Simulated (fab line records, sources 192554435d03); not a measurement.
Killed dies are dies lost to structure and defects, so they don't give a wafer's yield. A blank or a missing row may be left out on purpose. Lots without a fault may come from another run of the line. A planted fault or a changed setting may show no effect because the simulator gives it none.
fab line records | flow n5_finfet
record lots=12 wafers=36 last_day=18
route steps=1938 shown BEOL_M11@1594 BEOL_M15@1805 PASSIVATION@1936
lots that met no fault: from a run of the same line without faults
start_h: hours from the record's first day to the start of the lot's first wafer shown | wait_h: hours since the lot's step before | " the same as in the row above | L1.1+2: a row that stands for several wafers | - no value, or no start given | * or withheld: withheld | < > ~ a bound
route shown NAME@n: a module of which the file shows steps, and the number in the route of the first | usual: mean/standard deviation of fault-free wafers | same: alike in all rows | chamber/n: place in a boat | sites: the reading at each site | _std_site: their standard deviation | _edge_site: outer sites' mean less inner sites' | radius_mm: how far each site lies from the wafer's centre | mask NAME#n: copy n | behind: the tool/chamber that last shaped the wafer | hold: why the lot was held/for how many hours/how that ended | device: the transistor (n, p or np) that didn't switch | end of line: the same wafers' tests at the end of the route | a step without rows: its recipe alone | killed: dies lost to structure and defects at the first sort, not the wafer's yield | map: a wafer's dies, x killed, . not, _ none there
set.NAME: the setting as run; set.NAME@STEP: as run at that earlier step | model.NAME: the simulator's own value behind a step, which no gauge read
steps of the route over a sample of lots; a table a step, a row a wafer
services: from which hour (start_h, from the record's first day; less than 0 if before it) a tool's chamber was out of use, for how many hours, and why
## steps
# step N5_BEOL_M11_ECD_50
# recipe material=Cu target_thk_a=3180
# columns lot.wafer tool chamber start_h wait_h
L281.2+3+6 ecd_cu-01 0,1,1 248.21 0.1
L282.1+2+5 ecd_cu-01 1,0,1 251.52 0.1
L284.1+5+6 ecd_cu-02 0,1,0 263.56 0.1
L285.1+3+6 ecd_cu-02 0,0,1 264.66 0.1
L286.3+4+6 ecd_cu-01 1,0,0 265.17 0.1
L288.2+4+5 ecd_cu-02 1,0,1 273.56 0.1
L287.3+4+5 ecd_cu-02 0,1,1 281.13 0.1
L289.1+2+5 ecd_cu-01 1,0,1 283.20 0.1
L290.3+5+6 ecd_cu-01 1,0,1 290.94 0.1
L291.2+4+6 ecd_cu-01 0,1,1 299.13 0.1
L292.3+4+5 ecd_cu-02 0,1,1 301.75 0.1
L302.2+3+4 ecd_cu-02 1,1,0 402.12 0.1
# step N5_BEOL_M15_OVL_MEAS_29
# recipe points_per_wafer=44
# usual M15_OVL=0/6.4
# columns lot.wafer tool chamber start_h wait_h M15_OVL[nm]
L281.2 overlay-01 0 269.31 0.0 -9
L281.3 " 0 " " -3
L281.6 " 0 " " -4
L282.1 overlay-02 0 270.20 0.0 -3
L282.2 " 0 " " 19
L282.5 " 0 " " -1
L284.1 overlay-01 0 285.21 0.0 2
L284.5 " 0 " " -4
L284.6 " 0 " " 5
L286.3 overlay-01 0 301.87 0.0 0
L286.4 " 0 " " 2
L286.6 " 0 " " -8
L285.1 overlay-02 0 302.08 0.0 2
L285.3 " 0 " " 5
L285.6 " 0 " " -8
L288.2 overlay-02 0 305.95 0.0 6
L288.4 " 0 " " 9
L288.5 " 0 " " 3
L287.3 overlay-01 0 306.34 0.0 6
L287.4 " 0 " " 7
L287.5 " 0 " " 7
L289.1 overlay-02 0 307.36 0.0 -7
L289.2 " 0 " " -10
L289.5 " 0 " " -4
L290.3 overlay-02 0 318.00 0.0 -12
L290.5 " 0 " " 1
L290.6 " 0 " " -10
L291.2 overlay-02 0 321.52 0.0 -3
L291.4 " 0 " " 0
L291.6 " 0 " " 1
L292.3 overlay-01 0 324.72 0.0 4
L292.4 " 0 " " 1
L292.5 " 0 " " -5
L302.2 overlay-01 0 422.11 0.0 -3
L302.3 " 0 " " -6
L302.4 " 0 " " -6
# step N5_BEOL_M15_ETCH_38
# recipe chemistry=CF4/N2 target=SiCN target_depth_a=1064 taper_deg=2 time_s=120.5 ion_energy_ev=150 mask_material=SiO2 pressure_mtorr=40 source_w=430 bias_w=70 Ar_flow_sccm=100 cf4_flow_sccm=60 n2_flow_sccm=60
# usual drypump_motor_current_A=5.8/0.52 oes_product_au=0.80/0.089 rf_vpp_V=382.0/2 showerhead_plenum_p_Torr=2.20/0.073 throttle_valve_pct=15.42/0.26
# columns lot.wafer tool chamber start_h wait_h drypump_motor_current_A oes_product_au rf_hours_counter_h rf_vpp_V showerhead_plenum_p_Torr throttle_valve_pct
L281.2 rie_diel-02 2 - - 6.4 0.90 25 382.4 2.16 15.42
L281.3 " 3 " " 6.2 0.67 244 379.9 2.10 15.66
L281.6 " 0 " " 5.6 0.89 - 381.2 2.15 15.23
L282.1 rie_diel-02 3 - - 6.2 0.66 246 379.5 2.10 15.67
L282.2 " 0 " " 5.6 0.88 42 382.2 2.15 15.24
L282.5 " 3 " " 6.2 0.67 - 379.6 2.10 15.66
L284.1 rie_diel-02 2 - - 6.4 0.91 29 380.2 2.16 15.44
L284.5 " 1 " " 5.2 0.69 - 381.3 2.10 15.88
L284.6 " 2 " " 6.4 0.90 - 379.9 2.16 15.44
L286.3 rie_diel-01 2 - - 5.7 0.81 74 381.5 2.24 15.35
L286.4 " 1 " " 5.8 0.86 73 385.2 2.32 14.93
L286.6 " 3 " " 5.4 0.87 - 382.4 2.16 15.05
L285.1 rie_diel-02 1 - - 5.2 0.68 248 379.3 2.10 15.87
L285.3 " 0 " " 5.6 0.87 46 381.9 2.15 15.24
L285.6 " 1 " " 5.2 0.68 - 381.0 2.10 15.88
L288.2 rie_diel-02 0 - - 5.6 0.87 48 381.2 2.15 15.23
L288.4 " 2 " " 6.4 0.90 - 381.4 2.15 15.45
L288.5 " 1 " " 5.2 0.68 - 378.9 2.10 15.89
L287.3 rie_diel-03 3 - - 6.7 0.84 63 382.2 2.24 15.23
L287.4 " 1 " " 6.0 0.69 212 384.8 2.27 15.96
L287.5 " 3 " " 6.6 0.85 - 381.9 2.24 15.21
L289.1 rie_diel-03 3 - - 6.7 0.85 63 382.9 2.24 15.21
L289.2 " 0 " " 4.9 0.74 179 382.0 2.20 15.26
L289.5 " 3 " " 6.6 0.85 - 380.2 2.24 15.21
L290.3 rie_diel-02 0 - - 5.6 0.87 53 381.1 2.15 15.26
L290.5 " 0 " " 5.6 0.86 - 381.5 2.15 15.24
L290.6 " 1 " " 5.2 0.68 - 377.8 2.09 15.89
L291.2 rie_diel-03 0 - - 4.9 0.74 183 380.2 2.20 15.26
L291.4 " 2 " " 5.8 0.70 189 381.5 2.20 15.41
L291.6 " 1 " " 6.0 0.69 - 383.3 2.27 15.94
L292.3 rie_diel-01 3 - - 5.3 0.89 42 381.0 2.16 15.06
L292.4 " 0 " " 6.4 0.78 149 382.7 2.20 15.31
L292.5 " 3 " " 5.4 0.88 - 379.7 2.16 15.05
L302.2 rie_diel-02 1 - - 5.2 0.95 19 386.4 2.36 15.38
L302.3 " 0 " " 5.6 0.82 86 380.8 2.14 15.32
L302.4 " 3 " " 6.2 0.87 32 386.2 2.35 15.21
# step N5_BEOL_M15_DEGAS_41
# recipe ambient=vacuum temp_c=300 time_s=60
# usual heater_power_w=464/45
# columns lot.wafer tool chamber start_h wait_h heater_power_w
L281.2 pvd_sputter-02 - 279.05 4.6 461
L281.3 " - " " 514
L281.6 " - " " 443
L282.1 pvd_sputter-02 - 284.21 0.1 448
L282.2 " - " " 516
L282.5 " - " " 510
L284.1 pvd_sputter-03 - 289.87 0.1 415
L284.5 " - " " 413
L284.6 " - " " 541
L286.3 pvd_sputter-03 - 304.34 0.3 539
L286.4 " - " " 416
L286.6 " - " " 535
L285.1 pvd_sputter-01 - 304.79 0.2 523
L285.3 " - " " 486
L285.6 " - " " 391
L288.2 pvd_sputter-01 - 307.43 0.5 501
L288.4 " - " " 474
L288.5 " - " " 475
L287.3 pvd_sputter-03 - 309.44 0.4 531
L287.4 " - " " 469
L287.5 " - " " 531
L289.1 pvd_sputter-03 - 309.80 0.4 415
L289.2 " - " " 550
L289.5 " - " " 436
L290.3 pvd_sputter-03 - 318.72 0.0 421
L290.5 " - " " 474
L290.6 " - " " 415
L291.2 pvd_sputter-03 - 324.91 0.2 551
L291.4 " - " " 421
L291.6 " - " " 405
L292.3 pvd_sputter-01 - 327.42 1.9 393
L292.4 " - " " 476
L292.5 " - " " 478
L302.2 pvd_sputter-02 - 424.22 0.2 504
L302.3 " - " " 457
L302.4 " - " " 452
# step N5_PASSIVATION_PROBE_49
# usual defect_limited_yield=91.0/1.6 killed_at_M0_to_M3=35/11 killed_at_M4_up=14/5.3 killed_at_contacts=13/6.7 killed_at_front_end=41/12 killed_at_other=3.9/2.7 killed_dies=106/19 killed_on_rim=14/4 killed_open=70/14 killed_short=35/8.8 sort_bin_4_leakage=0.01/0.058 sort_bin_5_function=5.3/1 sort_bin_6_memory=3.3/0.81 sort_n_pass=1073/19 sort_yield_pct=91.0/1.6
# same gross_dies=1180 killed_at_back_side=0 sort_bin_8_speed[%]=0
# columns lot.wafer tool chamber start_h wait_h defect_limited_yield[%] killed_at_M0_to_M3 killed_at_M4_up killed_at_contacts killed_at_front_end killed_at_other killed_dies killed_on_rim killed_open killed_short sort_bin_4_leakage[%] sort_bin_5_function[%] sort_bin_6_memory[%] sort_n_pass sort_yield_pct[%]
L291.2 prober-01 - 340.01 0.1 59.5 16 421 7 32 2 478 67 42 24 0 25.8 12.0 702 59.5
L291.4 prober-01 - 340.11 0.2 58.8 19 432 5 28 2 486 63 40 19 0 26.5 13.1 694 58.8
L291.6 prober-01 - 340.21 0.3 59.7 36 402 7 27 3 475 51 50 27 0 25.2 12.9 705 59.7
# killed by level:class
L291.2 BEOL_M11:unspecified=410 FIN_SAQP:geometric_particle:open=9 BEOL_M0_SAQP:geometric_particle:short=7 BEOL_M0_SAQP:geometric_particle:open=7 FIN_SAQP:geometric_particle:short=5 STI_FIN_REVEAL:geometric_particle:open=5 DUMMY_GATE:geometric_particle:open=3 GATE_CUT:geometric_particle:short=3
L291.4 BEOL_M11:unspecified=427 FIN_SAQP:geometric_particle:open=9 GATE_CUT:geometric_particle:short=6 BEOL_M2:geometric_particle:open=6 BEOL_M0_SAQP:geometric_particle:open=5 MOL_CONTACT_COAG:geometric_particle:open=4 BEOL_M0_SAQP:geometric_particle:short=4 FIN_SAQP:geometric_particle:short=3
L291.6 BEOL_M11:unspecified=398 BEOL_M3:geometric_particle:open=10 BEOL_M0_SAQP:geometric_particle:open=6 BEOL_M0_SAQP:geometric_particle:short=6 MOL_CONTACT_COAG:geometric_particle:open=5 FIN_SAQP:geometric_particle:short=4 DUMMY_GATE:geometric_particle:open=4 BEOL_M1:geometric_particle:open=4
## services
# columns tool chamber start_h hours kind
ecd_cu-01 - 224.25 6.9 repair
rie_diel-02 - 226.79 14.6 pm
rie_diel-02 0 275.91 6.9 repair
rie_diel-01 2 285.53 14.8 repair
pvd_sputter-03 - 294.50 0.8 repair
rie_diel-02 3 302.17 - clean
rie_diel-02 3 302.17 - consumable_replace:focus_ring
rie_diel-02 3 302.17 - consumable_replace:showerhead
rie_diel-02 3 302.17 17.7 scheduled_down
rie_diel-02 3 302.17 17.7 vent_cycle
rie_diel-02 1 320.25 - clean
rie_diel-02 1 320.25 - consumable_replace:esc
rie_diel-02 1 320.25 - consumable_replace:focus_ring
rie_diel-02 1 320.25 - consumable_replace:showerhead
rie_diel-02 1 320.25 34.3 scheduled_down
rie_diel-02 1 320.25 34.3 vent_cycle
ecd_cu-01 - 323.62 1.7 repair
pvd_sputter-03 - 376.74 2.5 repair
pvd_sputter-01 - 396.40 1.4 repair
rie_diel-01 - 402.47 2.1 repair
pvd_sputter-02 - 410.52 0.9 repair
pvd_sputter-02 - 415.84 1.9 repair
rie_diel-01 1 416.10 2.8 repair
pvd_sputter-01 - 421.49 1.7 repair
## key
first_sign step=N5_PASSIVATION_PROBE_49 reading=killed_at_M4_up direction=up sigmas=77 usual=14 struck=418
effect step=N5_PASSIVATION_PROBE_49 reading=killed_dies direction=up sigmas=19 usual=106 struck=480
more_kills_born_at N5_BEOL_M11_ECD_50@ecd_cu-01=1235
met_at N5_BEOL_M11_ECD_50
struck_lots L291
not_acting_at N5_BEOL_M15_OVL_MEAS_29,N5_BEOL_M15_ETCH_38,N5_BEOL_M15_DEGAS_41
onset_between 290.94 299.13
fault kind=chamber_particle_source tool=ecd_cu-01 chamber=- onset_h=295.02 steps=N5_BEOL_M11_ECD_50 rate_per_visit_cm2=0.83325
